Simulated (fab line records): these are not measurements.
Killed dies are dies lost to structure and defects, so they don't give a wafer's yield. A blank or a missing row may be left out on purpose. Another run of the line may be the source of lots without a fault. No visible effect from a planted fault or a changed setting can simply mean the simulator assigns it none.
fab line records ; flow n5Finfet
[record] lots = 6; wafers = 18; lastDay = 24
route steps=1938 shown HKMG_FIN@407 BEOL_M4@1111 PASSIVATION@1936
lots that met no fault: taken from a fault-free run of the same line
startH: hours from the record's first day to the start of the lot's first wafer shown ; waitH: time in hours since the lot's previous step ; " repeats the value in the row above ; L1.1+2: one row covering several wafers at once ; - no value, or no start was given ; * or withheld: withheld ; < > ~ a bound
route shown NAME@n: names a module that has steps shown in the file, with the first one's number in the route ; usual: mean and standard deviation over wafers with no fault ; same: alike in all rows ; chamber/n: place in a boat ; sites: each site's reading ; _std_site: how widely they spread, as a standard deviation ; _edge_site: mean of outer sites minus mean of inner sites ; radiusMm: for every site, how far away it sits from the centre of the wafer ; mask NAME#n: copy n ; behind: tool/chamber where the wafer was last shaped ; hold: cause of the lot's hold/its duration in hours/its outcome ; device: the transistor (n, p or np) that didn't switch ; end of line: the route-end tests of the same wafers ; a step given without rows: its recipe and nothing more ; killed: dies that structure and defects cost at the first sort, which is not the same as the wafer's yield ; map: per-die view of a wafer (x killed, . not killed, _ where there is no die)
set.NAME: setting as actually run; set.NAME@STEP: the setting as run at that earlier step ; model.NAME: the simulator's own value behind a step, which no gauge read
lots seen at some steps along the route; tables by step, rows by wafer
services: from which hour (startH, from the record's first day; less than 0 if before it) a tool's chamber was out of use, for how many hours, and why
[[steps]]
[step N5_HKMG_FIN_STRIP_93]
[recipe] chemistry = N2/H2; material = SOC; timeS = 20; powerW = 500; tempC = 40; pressureMtorr = 50; rfFrequencyHz = 6e+07; biasPowerW = 8; h2Frac = 0.5; n2FlowSccm = 300; h2FlowSccm = 300
[usual] drypumpMotorCurrentA = 5.8/0.44; oesProductAu = 0.76/0.083; powerW = 500.0/1.5; rfVppV = 54.1/0.97; showerheadPlenumPTorr = 3.36/0.13; throttleValvePct = 19.1/0.34
lot.wafer;tool;chamber;startH;waitH;drypumpMotorCurrentA;oesProductAu;powerW;rfHoursCounterH;rfVppV;showerheadPlenumPTorr;throttleValvePct
L222.4;rieDiel-06;3;133.25;0.2;6.0;0.80;500.0;114;53.5;3.12;19.0
L222.5;rieDiel-06;2;133.25;0.2;5.1;0.75;499.2;-;54.2;3.34;19.1
L222.6;rieDiel-06;3;133.25;0.2;6.0;0.80;499.4;-;54.2;3.12;19.0
L223.2;rieDiel-03;2;140.64;0.2;5.9;0.75;500.4;171;54.4;3.21;19.0
L223.3;rieDiel-03;3;140.64;0.2;6.0;0.71;499.9;203;54.6;3.19;19.3
L223.6;rieDiel-03;3;140.64;0.2;6.0;0.72;503.1;-;53.8;3.19;19.4
L228.1;rieDiel-02;1;169.17;0.2;6.2;0.84;502.5;46;53.5;3.57;18.6
L228.3;rieDiel-02;3;169.17;0.2;5.2;0.97;500.0;3;54.8;3.43;19.1
L228.4;rieDiel-02;1;169.17;0.2;6.2;0.83;502.8;-;52.9;3.57;18.6
L230.1;rieDiel-03;2;190.17;0.2;5.9;0.74;501.6;190;54.8;3.20;19.0
L230.5;rieDiel-03;3;190.17;0.2;6.0;0.70;502.0;-;54.1;3.18;19.4
L230.6;rieDiel-03;2;190.17;0.2;5.9;0.73;501.1;-;53.4;3.20;19.0
L233.1;rieDiel-06;2;200.96;0.2;5.1;0.73;500.2;186;52.6;3.33;19.1
L233.2;rieDiel-06;3;200.96;0.2;5.9;0.77;500.1;150;53.7;3.10;19.1
L233.3;rieDiel-06;1;200.96;0.2;6.1;0.99;499.8;1;53.7;3.31;19.2
L234.3;rieDiel-03;3;207.91;0.2;6.0;0.69;498.8;231;54.3;3.18;19.4
L234.4;rieDiel-03;0;207.91;0.2;6.1;0.72;501.1;158;53.1;3.32;19.0
L234.5;rieDiel-03;2;207.91;0.2;5.9;0.73;499.2;-;53.3;3.20;19.1
[step N5_HKMG_FIN_WET_ETCH_76]
[recipe] chemistry = dNH4OH; mix = 1:50; tempC = 25; target = Al2O3; stopOn = La2O3; targetDepthNm = 2.25; dry = ipaMarangoni; rinseTimeS = 30; rinseTempC = 23
[step N5_HKMG_FIN_STRIP_60]
[recipe] chemistry = N2/H2; powerW = 2500; tempC = 300; h2Frac = 0.65; timeS = 360; pressureMtorr = withheld; n2FlowSccm = 1750; h2FlowSccm = 3250
[usual] drypumpMotorCurrentA = 5.8/0.36; heaterPowerW = 506/32
lot.wafer;tool;chamber;startH;waitH;drypumpMotorCurrentA;heaterPowerW;rfHoursCounterH
L222.4;plasmaAsher-01;1;133.52;0.1;5.9;484;-
L222.5;plasmaAsher-01;1;133.52;0.1;5.9;468;-
L222.6;plasmaAsher-01;0;133.52;0.1;6.2;481;-
L223.2;plasmaAsher-02;1;140.79;0.0;5.9;496;92
L223.3;plasmaAsher-02;1;140.79;0.0;5.9;502;-
L223.6;plasmaAsher-02;0;140.79;0.0;5.3;555;-
L228.1;plasmaAsher-01;1;169.32;0.0;5.8;476;49
L228.3;plasmaAsher-01;1;169.32;0.0;5.8;476;-
L228.4;plasmaAsher-01;0;169.32;0.0;6.2;473;-
L230.1;plasmaAsher-01;1;190.33;0.0;5.8;472;52
L230.5;plasmaAsher-01;0;190.33;0.0;6.2;494;-
L230.6;plasmaAsher-01;1;190.33;0.0;5.9;480;-
L233.1;plasmaAsher-02;0;201.11;0.0;5.3;555;108
L233.2;plasmaAsher-02;1;201.11;0.0;6.0;505;108
L233.3;plasmaAsher-02;0;201.11;0.0;5.2;544;-
L234.3;plasmaAsher-02;1;208.18;0.1;5.9;502;-
L234.4;plasmaAsher-02;0;208.18;0.1;5.3;549;-
L234.5;plasmaAsher-02;1;208.18;0.1;5.9;488;-
[step N5_HKMG_FIN_WET_ETCH_77]
[recipe] chemistry = dHCl; mix = 1:10000; tempC = 25; target = La2O3; stopOn = HfO2; targetDepthNm = 2
[step N5_HKMG_FIN_WET_ETCH_78]
[recipe] chemistry = dNH4OH; mix = 1:50; tempC = 25; target = Al2O3; stopOn = La2O3; targetDepthNm = 4.5; dry = ipaMarangoni; rinseTimeS = 30; rinseTempC = 23
[step N5_HKMG_FIN_ALD_79]
[recipe] material = TiN; targetThkA = 15; tempC = 400; aldPrecursorFamily = TiCl4; aldCoReactant = NH3; pulseTimeS = 1; purgeTimeS = 3; coReactantPurgeTimeS = 2; coReactantPulseTimeS = 2; aldCycles = 68; pressureTorr = 3
[usual] heaterPowerW = 840/62; precursorPulseHeightRel = 1.001/0.021; susceptorTempC = 400.04/0.23
[same] purgeTimeS = 3
lot.wafer;tool;chamber;startH;waitH;heaterPowerW;precursorPulseHeightRel;susceptorTempC
L222.4;aldMetal-02;3;133.89;0.0;901;0.999;400.02
L222.5;aldMetal-02;3;133.89;0.0;871;0.987;400.01
L222.6;aldMetal-02;2;133.89;0.0;859;1.022;400.45
L223.2;aldMetal-02;3;141.28;0.0;902;0.982;400.29
L223.3;aldMetal-02;0;141.28;0.0;822;0.987;400.18
L223.6;aldMetal-02;3;141.28;0.0;890;1.029;400.15
L228.1;aldMetal-04;1;169.81;0.0;796;1.008;400.17
L228.3;aldMetal-04;0;169.81;0.0;694;0.967;400.34
L228.4;aldMetal-04;2;169.81;0.0;823;1.023;400.25
L230.1;aldMetal-01;2;190.81;0.0;896;1.014;400.04
L230.5;aldMetal-01;1;190.81;0.0;853;1.016;399.74
L230.6;aldMetal-01;2;190.81;0.0;877;1.033;399.74
L233.1;aldMetal-04;2;201.59;0.0;847;0.998;399.88
L233.2;aldMetal-04;0;201.59;0.0;692;0.958;400.15
L233.3;aldMetal-04;1;201.59;0.0;798;1.038;400.20
L234.3;aldMetal-04;0;208.55;0.0;685;0.983;400.25
L234.4;aldMetal-04;1;208.55;0.0;786;1.016;399.86
L234.5;aldMetal-04;2;208.55;0.0;860;1.040;399.94
[step N5_HKMG_FIN_CVD_62]
[recipe] material = a-Si; targetThkA = 30; tempC = 500; precursor = Si2H6; pressureTorr = 1; timeS = 20.8
[usual] heaterPowerW = 1389/120
lot.wafer;tool;chamber;startH;waitH;heaterPowerW
L222.4;thermalCvdSi-01;0;134.30;0.2;1386
L222.5;thermalCvdSi-01;2;134.30;0.2;1218
L222.6;thermalCvdSi-01;1;134.30;0.2;1510
L223.2;thermalCvdSi-02;0;141.64;0.2;1462
L223.3;thermalCvdSi-02;1;141.64;0.2;1222
L223.6;thermalCvdSi-02;1;141.64;0.2;1233
L228.1;thermalCvdSi-01;1;170.17;0.2;1485
L228.3;thermalCvdSi-01;0;170.17;0.2;1448
L228.4;thermalCvdSi-01;2;170.17;0.2;1231
L230.1;thermalCvdSi-02;0;191.19;0.2;1476
L230.5;thermalCvdSi-02;1;191.19;0.2;1246
L230.6;thermalCvdSi-02;2;191.19;0.2;1490
L233.1;thermalCvdSi-02;0;201.96;0.2;1465
L233.2;thermalCvdSi-02;2;201.96;0.2;1550
L233.3;thermalCvdSi-02;1;201.96;0.2;1252
L234.3;thermalCvdSi-01;0;208.91;0.2;1413
L234.4;thermalCvdSi-01;0;208.91;0.2;1418
L234.5;thermalCvdSi-01;1;208.91;0.2;1464
[step N5_HKMG_FIN_RTA_80]
[recipe] tempC = withheld; timeS = 2; ambient = N2; idleTempC = 600; rampUpCPerS = 150; rampDownCPerS = 60; coolToC = 600
[step N5_HKMG_FIN_PRECLEAN_64]
[recipe] chemistry = dHF; timeS = 30; tempC = 25; dilution = withheld
[step N5_HKMG_FIN_WET_ETCH_65]
[recipe] chemistry = TMAH; tempC = 70; concWtPct = 5; target = a-Si; stopOn = TiN; timeS = 49; targetDepthNm = 3
[step N5_HKMG_FIN_WET_ETCH_81]
[recipe] chemistry = SC1; target = TiN; stopOn = HfO2; mix = 1:1:5; tempC = 60; timeS = 57; targetDepthNm = 6
[step N5_HKMG_FIN_WET_ETCH_82]
[recipe] chemistry = dHCl; mix = 1:10000; tempC = 25; target = La2O3; stopOn = HfO2; targetDepthNm = 2; dry = ipaMarangoni; rinseTimeS = 30; rinseTempC = 23
[step N5_HKMG_FIN_ALD_36]
[recipe] material = TiN; targetThkA = 10; tempC = 400; aldPrecursorFamily = TiCl4; aldCoReactant = NH3; pulseTimeS = 1; purgeTimeS = 3; coReactantPurgeTimeS = 2; coReactantPulseTimeS = 2; aldCycles = 47; pressureTorr = 3
[usual] heaterPowerW = 832/69; precursorPulseHeightRel = 1.000/0.019; susceptorTempC = 399.98/0.21
[same] purgeTimeS = 3
lot.wafer;tool;chamber;startH;waitH;heaterPowerW;precursorPulseHeightRel;susceptorTempC
L222.4;aldMetal-04;1;134.68;0.0;775;0.981;400.22
L222.5;aldMetal-04;2;134.68;0.0;826;1.019;400.39
L222.6;aldMetal-04;1;134.68;0.0;772;0.999;400.07
L223.2;aldMetal-04;2;142.10;0.0;844;0.978;399.91
L223.3;aldMetal-04;0;142.10;0.0;691;1.008;399.57
L223.6;aldMetal-04;0;142.10;0.0;684;1.000;399.61
L228.1;aldMetal-01;0;170.61;0.0;852;0.999;400.12
L228.3;aldMetal-01;3;170.61;0.0;944;1.007;399.89
L228.4;aldMetal-01;1;170.61;0.0;841;1.007;400.21
L230.1;aldMetal-04;0;191.59;0.0;735;0.987;412.45
L230.5;aldMetal-04;0;191.59;0.0;745;1.016;412.29
L230.6;aldMetal-04;3;191.59;0.0;909;1.038;412.55
L233.1;aldMetal-04;1;202.46;0.0;808;0.972;412.25
L233.2;aldMetal-04;3;202.46;0.0;897;0.981;412.32
L233.3;aldMetal-04;2;202.46;0.0;931;0.984;412.44
L234.3;aldMetal-01;0;209.36;0.0;847;0.988;400.27
L234.4;aldMetal-01;2;209.36;0.0;880;0.981;399.57
L234.5;aldMetal-01;1;209.36;0.0;889;0.998;400.23
[step N5_HKMG_FIN_THK_MEAS_70]
[recipe] thkMeasGauge = xrf; reads = HfO2_of_HKMG_FIN_HK_ALD_01
[usual] HK_THK = 1.564/0.018
lot.wafer;tool;chamber;startH;waitH;HK_THK[nm]
L222.4;filmMetro-02;-;134.97;0.2;1.598
L222.5;filmMetro-02;-;134.97;0.2;1.549
L222.6;filmMetro-02;-;134.97;0.2;1.585
L223.2;filmMetro-01;-;142.38;0.2;1.557
L223.3;filmMetro-01;-;142.38;0.2;1.542
L223.6;filmMetro-01;-;142.38;0.2;1.554
L228.1;filmMetro-02;-;170.89;0.2;1.542
L228.3;filmMetro-02;-;170.89;0.2;1.559
L228.4;filmMetro-02;-;170.89;0.2;1.558
L230.1;filmMetro-01;-;191.87;0.2;1.565
L230.5;filmMetro-01;-;191.87;0.2;1.574
L230.6;filmMetro-01;-;191.87;0.2;1.564
L233.1;filmMetro-02;-;202.74;0.2;1.525
L233.2;filmMetro-02;-;202.74;0.2;1.590
L233.3;filmMetro-02;-;202.74;0.2;1.583
L234.3;filmMetro-02;-;209.65;0.2;1.635
L234.4;filmMetro-02;-;209.65;0.2;1.601
L234.5;filmMetro-02;-;209.65;0.2;1.612
[step N5_BEOL_M4_RC_MEAS_101]
[usual] DIBL_N = 35.8/1.6; DIBL_P = 35.6/2; IOFF_N = 0.15/0.031; IOFF_P = 0.20/0.033; ION_N = 668/12; ION_P = 459/6.8; SS_N = 71.4/0.53; SS_P = 73.1/0.63; VT_N = 250/3.5; VT_P = -251/3
lot.wafer;tool;chamber;startH;waitH;DIBL_N[mV/V];DIBL_P[mV/V];IOFF_N[nA/um];IOFF_P[nA/um];ION_N[uA/um];ION_P[uA/um];SS_N[mV/dec];SS_P[mV/dec];VT_N[mV];VT_P[mV]
L222.4;prober-01;0;332.96;0.5;34.6;33.4;0.13;0.18;659;457;70.7;72.9;254;-252
L222.5;prober-01;0;332.96;0.5;33.5;33.1;0.12;0.18;665;466;70.1;72.9;253;-252
L222.6;prober-01;0;332.96;0.5;37.4;36.8;0.18;0.23;676;458;71.3;73.9;250;-249
L223.2;prober-02;0;391.48;0.2;36.6;37.2;0.19;0.25;684;471;71.3;73.5;247;-246
L223.3;prober-02;0;391.48;0.2;36.4;37.6;0.17;0.25;670;465;71.8;73.6;251;-249
L223.6;prober-02;0;391.48;0.2;36.1;36.1;0.18;0.22;673;458;71.0;73.7;247;-251
L228.1;prober-01;0;404.36;0.0;36.9;35.6;0.16;0.20;670;464;71.4;72.8;250;-251
L228.3;prober-01;0;404.36;0.0;35.6;33.8;0.13;0.18;666;457;71.0;73.4;252;-255
L228.4;prober-01;0;404.36;0.0;34.4;32.7;0.12;0.16;667;460;70.5;72.5;254;-253
L230.1;prober-02;0;435.59;0.0;34.9;35.3;0.15;0.19;666;456;71.1;72.6;250;-249
L230.5;prober-02;0;435.59;0.0;36.7;38.6;0.18;0.24;677;465;71.7;73.1;245;-248
L230.6;prober-02;0;435.59;0.0;33.7;33.1;0.12;0.16;653;456;71.0;71.8;253;-252
L233.1;prober-01;0;436.12;0.0;39.4;39.7;0.21;0.28;676;468;72.7;74.2;246;-245
L233.2;prober-01;0;436.12;0.0;36.1;35.4;0.14;0.21;660;461;71.4;72.2;251;-248
L233.3;prober-01;0;436.12;0.0;38.5;38.4;0.19;0.25;663;460;72.5;74.1;247;-245
L234.3;prober-02;0;461.74;0.3;35.2;33.4;0.12;0.17;656;451;71.1;72.3;255;-252
L234.4;prober-02;0;461.74;0.3;33.9;32.6;0.11;0.16;652;452;70.9;72.9;254;-252
L234.5;prober-02;0;461.74;0.3;34.2;32.9;0.12;0.17;680;466;71.2;72.5;252;-253
[step N5_PASSIVATION_PROBE_49]
[usual] defectLimitedYield = 90.7/1.5; killed_at_M0_to_M3 = 38/11; killed_at_M4_up = 15/5.5; killedAtContacts = 12/6; killedAtFrontEnd = 41/11; killedAtOther = 3.5/2.7; killedDies = 110/18; killedOpen = 72/13; killedShort = 35/8.7; sort_bin_5_function = 5.5/1.1; sort_bin_6_memory = 3.4/0.63; sort_bin_8_speed = 0.01/0.037; sortNPass = 1070/18; sortYieldPct = 90.7/1.5
[same] grossDies = 1180; killedAtBackSide = 0; sort_bin_4_leakage[%] = 0
lot.wafer;tool;chamber;startH;waitH;defectLimitedYield[%];killed_at_M0_to_M3;killed_at_M4_up;killedAtContacts;killedAtFrontEnd;killedAtOther;killedDies;killedOpen;killedShort;sort_bin_5_function[%];sort_bin_6_memory[%];sort_bin_8_speed[%];sortNPass;sortYieldPct[%]
L223.2;prober-02;-;513.00;0.1;88.4;22;19;14;76;6;137;81;56;7.4;3.6;0;1043;88.4
L223.3;prober-02;-;513.05;0.1;90.3;36;10;14;49;5;114;74;30;5.7;3.2;0;1066;90.3
L223.6;prober-02;-;513.20;0.3;88.2;49;18;19;50;3;139;82;50;6.9;3.9;0;1041;88.2
L233.1;prober-01;-;550.27;0.0;90.8;38;9;22;30;10;109;65;33;4.5;3.6;0;1071;90.8
L233.2;prober-01;-;550.32;0.1;93.1;48;7;6;16;5;82;50;30;4.0;2.7;0;1098;93.1
L233.3;prober-01;-;550.37;0.1;91.0;28;22;9;39;8;106;68;38;5.3;3.2;0;1074;91.0
// killed by level:class
L223.2 STI_FIN_REVEAL:geometricParticle:open=21 ILD0:geometricParticle:short=10 MOL_CONTACT_COAG:geometricParticle:open=9 FIN_SAQP:geometricParticle:open=8 FIN_SAQP:geometricParticle:short=8 BEOL_M0_SAQP:geometricParticle:open=8 GATE_CUT:geometricParticle:short=7 BEOL_M4:geometricParticle:open=7
L223.3 FIN_SAQP:geometricParticle:open=12 MOL_CONTACT_COAG:geometricParticle:open=12 BEOL_M2:geometricParticle:open=10 BEOL_M3:geometricParticle:open=9 HKMG_FIN:areaEtch=8 FIN_SAQP:geometricParticle:short=6 BEOL_M1:geometricParticle:open=6 GATE_CUT:geometricParticle:open=5
L223.6 MOL_CONTACT_COAG:geometricParticle:open=14 BEOL_M0_SAQP:geometricParticle:open=13 STI_FIN_REVEAL:geometricParticle:open=12 BEOL_M0_SAQP:geometricParticle:short=10 BEOL_M3:geometricParticle:open=9 FIN_SAQP:geometricParticle:open=7 ILD0:geometricParticle:short=6 HKMG_FIN:areaEtch=6
L233.1 MOL_CONTACT_COAG:geometricParticle:open=19 BEOL_M0_SAQP:geometricParticle:short=14 BEOL_M0_SAQP:geometricParticle:open=12 HKMG_FIN:areaEtch=9 FIN_SAQP:geometricParticle:short=6 BEOL_M3:geometricParticle:open=5 FIN_SAQP:geometricParticle:open=4 BEOL_M5:geometricParticle:open=4
L233.2 BEOL_M0_SAQP:geometricParticle:open=17 BEOL_M0_SAQP:geometricParticle:short=17 MOL_CONTACT_COAG:geometricParticle:open=5 BEOL_M2:geometricParticle:open=4 FIN_SAQP:geometricParticle:open=3 DUMMY_GATE:geometricParticle:open=3 BEOL_M3:geometricParticle:open=3 BEOL_M4:geometricParticle:open=3
L233.3 BEOL_M4:geometricParticle:open=13 FIN_SAQP:geometricParticle:short=8 STI_FIN_REVEAL:geometricParticle:open=6 BEOL_M0_SAQP:geometricParticle:short=6 BEOL_M0_SAQP:geometricParticle:open=6 FIN_SAQP:geometricParticle:open=5 MOL_CONTACT_COAG:geometricParticle:open=5 GATE_CUT:geometricParticle:short=4
[[services]]
tool;chamber;startH;hours;kind
rieDiel-02;0;111.44;-;clean
rieDiel-02;0;111.44;-;consumableReplace:focusRing
rieDiel-02;0;111.44;20.4;scheduledDown
rieDiel-02;0;111.44;20.4;ventCycle
thermalCvdSi-01;1;114.13;4.0;repair
thermalCvdSi-02;2;125.40;19.7;repair
aldMetal-01;0;127.67;11.9;repair
aldMetal-01;-;133.35;2.8;pm
rieDiel-02;0;135.23;8.0;repair
rieDiel-06;2;137.78;10.1;repair
plasmaAsher-01;-;147.21;5.7;repair
rieDiel-06;0;148.07;-;clean
rieDiel-06;0;148.07;-;consumableReplace:focusRing
rieDiel-06;0;148.07;25.2;scheduledDown
rieDiel-06;0;148.07;25.2;ventCycle
rieDiel-06;1;178.68;8.3;repair
rieDiel-06;1;187.14;-;clean
rieDiel-06;1;187.14;-;consumableReplace:focusRing
rieDiel-06;1;187.14;11.7;scheduledDown
rieDiel-06;1;187.14;11.7;ventCycle
rieDiel-06;0;190.59;13.1;repair
plasmaAsher-01;-;192.54;6.7;repair
aldMetal-04;2;196.58;-;calibration
thermalCvdSi-01;1;201.86;4.3;repair
[[key]]
[firstSign] step = N5_HKMG_FIN_ALD_36; reading = susceptorTempC; direction = up; sigmas = 58; usual = *; struck = *
effect none on later readings
metAt N5_HKMG_FIN_ALD_36
struckWafers L230.1,L230.5,L230.6,L233.1,L233.2,L233.3
onsetBetween 142.10 191.59
[fault] kind = processParameterDrift; tool = aldMetal-04; chamber = -; onsetH = 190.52; steps = N5_HKMG_FIN_ALD_36; channel = tempC; offset = *; shape = step; endH = 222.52; actsIn = *; stated = *
